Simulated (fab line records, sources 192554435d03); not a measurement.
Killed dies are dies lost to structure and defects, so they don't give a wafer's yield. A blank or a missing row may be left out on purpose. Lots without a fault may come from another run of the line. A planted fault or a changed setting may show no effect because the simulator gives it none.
fab line records | flow n5_finfet | part 2 of 2: steps 5 to 6 of 6
record lots=24 wafers=72 last_day=17
route steps=1938 shown BEOL_M4@1022
lots that met no fault: from a run of the same line without faults
start_h: hours from the record's first day to the start of the lot's first wafer shown | wait_h: hours since the lot's step before | " the same as in the row above | L1.1+2: a row that stands for several wafers | - no value, or no start given | * or withheld: withheld | < > ~ a bound
route shown NAME@n: a module of which the file shows steps, and the number in the route of the first | usual: mean/standard deviation of fault-free wafers | same: alike in all rows | chamber/n: place in a boat | sites: the reading at each site | _std_site: their standard deviation | _edge_site: outer sites' mean less inner sites' | radius_mm: how far each site lies from the wafer's centre | mask NAME#n: copy n | behind: the tool/chamber that last shaped the wafer | hold: why the lot was held/for how many hours/how that ended | device: the transistor (n, p or np) that didn't switch | end of line: the same wafers' tests at the end of the route | a step without rows: its recipe alone | killed: dies lost to structure and defects at the first sort, not the wafer's yield | map: a wafer's dies, x killed, . not, _ none there
set.NAME: the setting as run; set.NAME@STEP: as run at that earlier step | model.NAME: the simulator's own value behind a step, which no gauge read
steps of the route over a sample of lots; a table a step, a row a wafer
services: from which hour (start_h, from the record's first day; less than 0 if before it) a tool's chamber was out of use, for how many hours, and why
## steps
# step N5_BEOL_M4_ETCH_63
# recipe chemistry=CF4 target=SiARC target_depth_a=156 mask_material=CAR-EUV time_s=26 ion_energy_ev=80 pressure_mtorr=40 source_w=545 bias_w=36 Ar_flow_sccm=100 cf4_flow_sccm=100 ends=cleared
# usual drypump_motor_current_A=5.7/0.45 etch_rf_on_time_s=26.0/0.56 mfc_ar_sccm=100.00/0.27 oes_product_au=0.69/0.061 rf_vpp_V=184.1/1.2 showerhead_plenum_p_Torr=2.14/0.076 throttle_valve_pct=15.54/0.22
# columns lot.wafer tool chamber start_h wait_h drypump_motor_current_A etch_rf_on_time_s mfc_ar_sccm oes_product_au rf_hours_counter_h rf_vpp_V showerhead_plenum_p_Torr throttle_valve_pct
L074.1 rie_diel-02 1 163.27 0.0 5.9 26.0 100.29 0.62 184 182.7 2.05 15.69
L074.4 " 0 " " 6.8 26.9 99.65 0.59 234 182.1 2.03 15.49
L074.5 " 1 " " 5.9 25.9 100.26 0.62 - 183.9 2.05 15.70
L075.3 rie_diel-04 1 165.83 0.0 5.8 26.0 100.08 0.70 75 182.7 2.08 15.63
L075.4 " 3 " " 5.0 25.1 99.65 0.75 57 184.6 2.17 15.54
L075.6 " 0 " " 5.0 26.3 99.50 0.61 - 182.8 2.03 15.71
L077.4 rie_diel-04 1 169.34 0.0 5.8 25.6 100.04 0.71 - 183.5 2.08 15.63
L077.5 " 3 " " 5.0 24.7 99.90 0.73 - 184.2 2.17 15.55
L077.6 " 2 " " 6.0 25.2 100.31 0.78 - 184.3 2.17 15.19
L076.3 rie_diel-05 0 170.72 0.0 5.7 26.5 100.52 0.67 121 185.3 2.23 15.65
L076.4 " 3 " " 5.6 26.0 99.93 0.77 - 184.2 2.10 15.73
L076.6 " 0 " " 5.7 26.5 100.40 0.67 - 186.2 2.23 15.66
L078.2 rie_diel-05 1 177.11 0.0 5.9 26.2 99.78 0.71 65 184.5 2.17 15.19
L078.4 " 0 " " 5.7 26.9 100.19 0.65 - 184.5 2.23 15.67
L078.5 " 3 " " 5.6 26.0 100.41 0.76 - 182.8 2.10 15.71
L079.2 rie_diel-02 0 182.43 0.0 6.8 26.8 100.17 0.58 242 182.7 2.03 15.50
L079.3 " 2 " " 5.6 25.3 99.97 0.78 42 185.5 2.26 15.62
L079.5 " 3 " " 5.3 25.7 99.88 0.69 - 184.4 2.17 15.48
L080.1 rie_diel-04 1 192.47 0.0 5.8 26.1 100.00 0.69 84 184.0 2.07 15.65
L080.4 " 3 " " 5.0 25.3 99.42 0.73 67 184.0 2.16 15.57
L080.6 " 0 " " 5.1 27.0 100.22 0.59 - 184.0 2.03 15.70
L081.1 rie_diel-05 3 196.60 0.0 5.6 25.8 100.49 0.74 36 183.1 2.09 15.73
L081.3 " 2 " " 5.8 25.7 100.54 0.81 4 182.9 2.11 15.29
L081.6 " 3 " " 5.7 25.6 100.56 0.75 - 183.9 2.09 15.74
L082.2 rie_diel-04 2 203.10 0.0 6.0 25.2 100.37 0.74 52 185.2 2.16 15.19
L082.3 " 3 " " 5.0 25.1 100.15 0.72 72 184.3 2.16 15.57
L082.5 " 1 " " 5.9 25.9 99.90 0.69 - 184.4 2.07 15.65
L083.1 rie_diel-04 1 205.79 0.0 5.9 26.3 100.15 0.69 86 182.9 2.07 15.64
L083.4 " 3 " " 5.0 25.3 100.34 0.71 72 185.5 2.16 15.59
L083.5 " 0 " " 5.0 26.8 99.54 0.60 - 182.5 2.03 15.73
L084.2 rie_diel-04 2 220.67 0.0 6.0 25.8 100.12 0.74 58 185.0 2.16 15.20
L084.4 " 0 " " 5.1 27.2 99.95 0.59 233 183.0 2.03 15.74
L084.6 " 2 " " 6.0 25.9 100.06 0.73 - 183.6 2.16 15.22
L085.2 rie_diel-04 0 225.35 0.0 5.0 26.5 100.06 0.60 234 183.0 2.03 15.73
L085.3 " 2 " " 6.0 25.3 100.12 0.74 60 184.9 2.16 15.21
L085.4 " 3 " " 5.0 24.9 99.96 0.72 79 184.2 2.16 15.59
L086.1 rie_diel-05 1 230.01 0.0 5.9 26.2 99.69 0.69 86 183.4 2.16 15.24
L086.3 " 2 " " 5.9 25.9 100.15 0.77 17 183.0 2.11 15.32
L086.5 " 1 " " 5.9 26.5 100.10 0.68 - 184.9 2.16 15.23
L088.1 rie_diel-02 3 233.52 0.0 5.3 25.8 99.98 0.68 93 184.2 2.16 15.51
L088.2 " 1 " " 5.9 25.6 99.97 0.61 212 182.2 2.04 15.77
L088.5 " 2 " " 5.6 25.7 99.95 0.74 - 185.3 2.26 15.65
L087.2 rie_diel-05 2 237.11 0.0 5.9 25.9 100.42 0.77 19 182.5 2.10 15.34
L087.4 " 0 " " 5.7 26.8 99.87 0.65 148 186.5 2.22 15.72
L087.5 " 2 " " 5.8 26.0 100.32 0.78 - 182.8 2.10 15.33
L089.3 rie_diel-04 1 251.07 0.0 5.8 26.6 100.20 0.67 104 183.1 2.07 15.69
L089.4 " 0 " " 5.1 26.9 99.85 0.59 - 183.4 2.02 15.75
L089.5 " 3 " " 5.0 25.6 100.10 0.70 - 184.9 2.16 15.60
L090.3 rie_diel-02 3 258.23 0.0 5.3 25.8 99.93 0.68 103 186.3 2.16 15.54
L090.4 " 2 " " 5.6 25.4 99.58 0.74 72 186.2 2.25 15.68
L090.5 " 1 " " 5.9 25.6 99.54 0.60 - 183.7 2.04 15.77
L091.1 rie_diel-04 2 262.95 0.0 6.0 25.5 100.22 0.73 72 184.2 2.16 15.25
L091.2 " 1 " " 5.8 26.2 99.94 0.68 107 183.6 2.07 15.68
L091.4 " 3 " " 5.0 25.2 99.98 0.71 89 184.4 2.16 15.62
L092.2 rie_diel-02 3 268.55 0.0 5.3 25.9 100.18 0.67 107 182.9 2.16 15.56
L092.4 " 1 " " 5.9 25.6 99.87 0.59 226 182.9 2.04 15.81
L092.5 " 0 " " 6.8 26.0 100.54 0.79 - 185.1 2.28 15.06
L093.1 rie_diel-05 1 270.16 0.0 5.9 26.7 99.83 0.66 99 183.1 2.16 15.27
L093.4 " 3 " " 5.7 26.5 100.25 0.70 63 184.7 2.08 15.80
L093.5 " 1 " " 5.9 27.0 99.93 0.67 - 184.5 2.16 15.26
L094.1 rie_diel-05 3 277.41 0.0 5.7 26.2 99.85 0.70 66 184.2 2.08 15.79
L094.2 " 0 " " 5.7 26.7 99.78 0.64 162 186.3 2.22 15.74
L094.3 " 2 " " 5.9 26.2 99.79 0.75 34 183.4 2.10 15.32
L096.3 rie_diel-02 0 293.89 0.0 6.8 25.9 100.30 0.77 22 186.6 2.27 15.08
L096.4 " 2 " " 5.6 25.3 99.84 0.73 83 185.6 2.25 15.69
L096.5 " 2 " " 5.6 25.3 100.13 0.72 - 186.7 2.25 15.71
L095.2 rie_diel-04 0 293.93 0.0 5.1 25.7 100.42 0.84 1 186.6 2.27 15.27
L095.4 " 1 " " 5.9 25.9 100.13 0.67 120 181.4 2.06 15.71
L095.6 " 0 " " 5.1 25.5 100.12 0.84 - 183.6 2.27 15.28
L097.4 rie_diel-02 3 302.27 0.0 5.3 26.0 99.95 0.65 119 184.0 2.15 15.58
L097.5 " 2 " " 5.6 25.6 100.29 0.72 - 184.4 2.25 15.71
L097.6 " 1 " " 5.9 25.8 100.23 0.59 - 182.4 2.03 15.83
# step N5_BEOL_M4_VIA_ETCH_34
# recipe chemistry=C4F6/O2 target_depth_a=694 mask_material=SOC pressure_mtorr=15 ion_energy_ev=250 taper_deg=4 time_s=65.9 source_w=350 bias_w=170 Ar_flow_sccm=300 C4F6_flow_sccm=10 O2_flow_sccm=10
# usual drypump_motor_current_A=5.7/0.44 mfc_ar_sccm=300.1/0.89 oes_product_au=0.82/0.071 rf_vpp_V=667/5.9 showerhead_plenum_p_Torr=2.84/0.099 throttle_valve_pct=30.65/0.24
# columns lot.wafer tool chamber start_h wait_h drypump_motor_current_A mfc_ar_sccm oes_product_au rf_hours_counter_h rf_vpp_V showerhead_plenum_p_Torr throttle_valve_pct
L075.3 rie_diel-02 3 171.81 0.0 5.3 300.9 0.83 69 676 2.89 30.73
L075.4 " 2 " " 5.6 298.1 0.91 38 675 3.01 30.91
L075.6 " 0 " " 6.8 299.2 0.68 - 671 2.69 30.30
L074.1 rie_diel-04 2 172.15 0.0 6.0 300.9 0.90 39 669 2.88 30.27
L074.4 " 2 " " 6.0 300.4 0.90 - 668 2.88 30.30
L074.5 " 3 " " 5.0 300.5 0.86 - 656 2.87 30.66
L077.4 rie_diel-04 2 172.65 0.0 6.0 300.4 0.91 - 668 2.88 30.29
L077.5 " 1 " " 5.8 297.8 0.82 - 668 2.76 30.79
L077.6 " 3 " " 5.0 299.4 0.85 - 657 2.87 30.66
L076.3 rie_diel-04 2 173.10 0.0 6.0 299.1 0.90 40 668 2.88 30.30
L076.4 " 1 " " 5.8 298.5 0.81 - 669 2.76 30.78
L076.6 " 2 " " 6.0 300.9 0.90 - 668 2.88 30.29
L078.2 rie_diel-02 1 186.82 0.0 5.9 299.5 0.72 192 660 2.72 30.77
L078.4 " 0 " " 6.8 298.2 0.68 242 672 2.69 30.33
L078.5 " 1 " " 5.9 299.8 0.72 - 661 2.72 30.76
L079.2 rie_diel-04 1 190.97 0.0 5.9 301.3 0.82 83 667 2.76 30.78
L079.3 " 2 " " 6.0 301.8 0.89 46 668 2.88 30.28
L079.5 " 0 " " 5.0 300.8 0.70 - 661 2.69 30.61
L080.1 rie_diel-05 2 195.75 0.0 5.8 300.6 0.96 4 668 2.80 30.52
L080.4 " 3 " " 5.6 299.7 0.87 35 666 2.77 30.88
L080.6 " 1 " " 5.9 301.8 0.82 - 663 2.87 30.23
L081.1 rie_diel-02 3 198.10 0.0 5.3 298.2 0.83 78 674 2.88 30.76
L081.3 " 0 " " 6.8 299.0 0.68 247 671 2.68 30.34
L081.6 " 0 " " 6.8 299.5 0.68 - 670 2.69 30.32
L082.2 rie_diel-05 1 205.38 0.0 5.9 300.8 0.82 77 663 2.86 30.25
L082.3 " 3 " " 5.7 299.7 0.86 40 664 2.77 30.90
L082.5 " 3 " " 5.7 300.3 0.86 - 666 2.77 30.91
L083.1 rie_diel-02 2 210.85 0.0 5.6 300.3 0.89 51 673 3.01 30.93
L083.4 " 3 " " 5.3 299.1 0.82 - 676 2.88 30.74
L083.5 " 1 " " 5.9 301.0 0.72 - 661 2.72 30.78
L084.2 rie_diel-02 2 224.39 0.0 5.6 300.0 0.89 57 674 3.01 30.94
L084.4 " 3 " " 5.3 300.9 0.81 - 674 2.88 30.76
L084.6 " 2 " " 5.6 299.1 0.88 - 675 3.01 30.93
L085.2 rie_diel-04 2 234.80 0.0 6.0 300.7 0.88 64 668 2.87 30.29
L085.3 " 1 " " 5.9 298.7 0.81 - 667 2.75 30.78
L085.4 " 2 " " 6.0 300.0 0.87 - 668 2.87 30.30
L086.1 rie_diel-04 1 235.36 0.0 5.8 299.3 0.80 98 669 2.75 30.79
L086.3 " 2 " " 6.0 301.1 0.86 - 667 2.87 30.29
L086.5 " 2 " " 6.0 299.5 0.86 - 668 2.87 30.30
L088.1 rie_diel-05 3 238.24 0.0 5.7 298.6 0.84 52 665 2.76 30.91
L088.2 " 1 " " 5.9 301.6 0.81 88 663 2.86 30.26
L088.5 " 1 " " 5.9 300.8 0.81 - 662 2.86 30.26
L087.2 rie_diel-05 3 241.87 0.0 5.6 301.4 0.84 53 665 2.76 30.89
L087.4 " 0 " " 5.7 299.8 0.75 149 673 2.96 30.87
L087.5 " 2 " " 5.8 301.1 0.91 - 666 2.79 30.53
L089.3 rie_diel-04 0 252.53 0.0 5.0 300.4 0.69 243 659 2.68 30.65
L089.4 " 3 " " 5.0 299.1 0.82 - 657 2.86 30.69
L089.5 " 1 " " 5.8 299.6 0.79 - 670 2.75 30.81
L090.3 rie_diel-02 0 260.11 0.0 6.8 298.1 0.94 9 681 3.02 30.18
L090.4 " 2 " " 5.6 299.4 0.86 72 673 3.00 30.95
L090.5 " 2 " " 5.6 300.7 0.86 - 673 3.00 30.94
L091.1 rie_diel-05 3 266.22 0.0 5.7 301.1 0.82 62 666 2.76 30.93
L091.2 " 1 " " 5.9 300.1 0.78 97 663 2.86 30.27
L091.4 " 0 " " 5.7 301.2 0.75 157 674 2.96 30.91
L092.2 rie_diel-04 2 270.45 0.0 6.0 302.2 0.85 76 666 2.86 30.30
L092.4 " 1 " " 5.8 300.2 0.78 111 668 2.75 30.79
L092.5 " 1 " " 5.8 300.4 0.78 - 669 2.75 30.80
L094.1 rie_diel-02 2 282.61 0.0 5.6 300.9 0.84 79 672 3.00 30.97
L094.2 " 1 " " 5.9 299.8 0.69 230 660 2.70 30.83
L094.3 " 0 " " 6.8 299.8 0.92 17 680 3.01 30.18
L093.1 rie_diel-04 2 282.68 0.0 6.0 299.8 0.84 80 667 2.86 30.31
L093.4 " 2 " " 6.0 299.7 0.84 - 669 2.86 30.34
L093.5 " 1 " " 5.9 299.4 0.78 - 670 2.74 30.83
L095.2 rie_diel-04 3 297.79 0.0 5.0 299.2 0.80 102 658 2.85 30.71
L095.4 " 2 " " 6.0 301.0 0.82 86 667 2.86 30.35
L095.6 " 0 " " 5.1 299.6 0.97 - 671 3.02 30.39
L096.3 rie_diel-02 0 304.65 0.0 6.8 299.0 0.90 26 682 3.01 30.19
L096.4 " 2 " " 5.6 299.0 0.84 87 674 2.99 30.97
L096.5 " 3 " " 5.3 300.0 0.77 - 674 2.86 30.79
L097.4 rie_diel-05 3 304.78 0.0 5.7 300.6 0.81 77 664 2.75 30.93
L097.5 " 0 " " 5.7 300.7 0.74 - 672 2.95 30.89
L097.6 " 3 " " 5.7 298.7 0.82 - 664 2.75 30.95
## services
# columns tool chamber start_h hours kind
rie_diel-04 0 140.08 11.9 repair
rie_diel-02 2 148.16 3.1 repair
rie_diel-05 2 160.82 - clean
rie_diel-05 2 160.82 - consumable_replace:esc
rie_diel-05 2 160.82 - consumable_replace:focus_ring
rie_diel-05 2 160.82 23.6 scheduled_down
rie_diel-04 0 167.44 22.2 repair
rie_diel-04 - 173.55 2.8 pm
rie_diel-02 - 192.50 0.7 repair
rie_diel-04 1 193.71 6.3 repair
rie_diel-02 0 201.88 9.7 repair
rie_diel-02 0 215.95 - clean
rie_diel-02 0 215.95 - consumable_replace:focus_ring
rie_diel-02 0 215.95 - consumable_replace:showerhead
rie_diel-02 0 215.95 21.3 scheduled_down
rie_diel-02 0 215.95 21.3 vent_cycle
rie_diel-04 0 233.87 4.2 repair
rie_diel-04 2 248.81 4.0 repair
rie_diel-04 0 271.54 - clean
rie_diel-04 0 271.54 - consumable_replace:focus_ring
rie_diel-04 0 271.54 - consumable_replace:showerhead
rie_diel-04 0 271.54 20.0 scheduled_down
rie_diel-04 0 271.54 20.0 vent_cycle
rie_diel-04 1 302.10 15.4 repair
